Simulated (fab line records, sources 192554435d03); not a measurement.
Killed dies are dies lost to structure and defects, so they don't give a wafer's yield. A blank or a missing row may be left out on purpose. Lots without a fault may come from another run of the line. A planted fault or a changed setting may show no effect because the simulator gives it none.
Chamber matching | flow n5_finfet | N5_PMOS_HMC_CHANNEL_EPI_CMP_21 on cmp-04: 4 sister chambers
The step polishes SiGe30, target thk 54 nm. 4 wafers are shown with their chamber, then 8 later ones without.

WAFERS WITH THEIR CHAMBER
wafer  | chamber | motor_current_A (A)
L080.5 | 1       | 11.2
L089.1 | 3       | 11.9
L089.5 | 0       | 14.1
L093.3 | 2       | 13.9

WAFERS WITHOUT THEIR CHAMBER
wafer  | motor_current_A (A)
L093.5 | 11.1
L093.6 | 14.4
L094.2 | 13.0
L094.3 | 10.8
L094.5 | 13.3
L096.2 | 10.6
L096.4 | 14.0
L096.5 | 11.6

WHICH CHAMBER EACH WENT THROUGH
wafer  | from the rows above               | in truth
L093.5 | can't be placed: 1 or 3           | 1
L093.6 | can't be placed: 0 or 2           | 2
L094.2 | can't be placed: 2 or 0 or 3 or 1 | 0
L094.3 | can't be placed: 1 or 3           | 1
L094.5 | can't be placed: 2 or 0 or 3      | 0
L096.2 | can't be placed: 1 or 3           | 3
L096.4 | can't be placed: 0 or 2           | 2
L096.5 | can't be placed: 3 or 1           | 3
Placed correctly: 0 of 8. Can't be placed from these rows: 8 (the true chamber is among the candidates in 8). Placed wrongly: 0.
How it was worked out, from the rows above alone: a wafer's distance from a chamber is the root of the sum, over the readings, of the square of ((its reading less the chamber's mean) divided by the reading's scatter). The wafer belongs to the nearest chamber; if the next one is less than 2 further off, it can't be placed. A chamber's mean is the mean of its shown wafers. The scatter: with one shown wafer a chamber, the root of the mean of the squares of how far each hidden wafer lies from its nearest shown one.
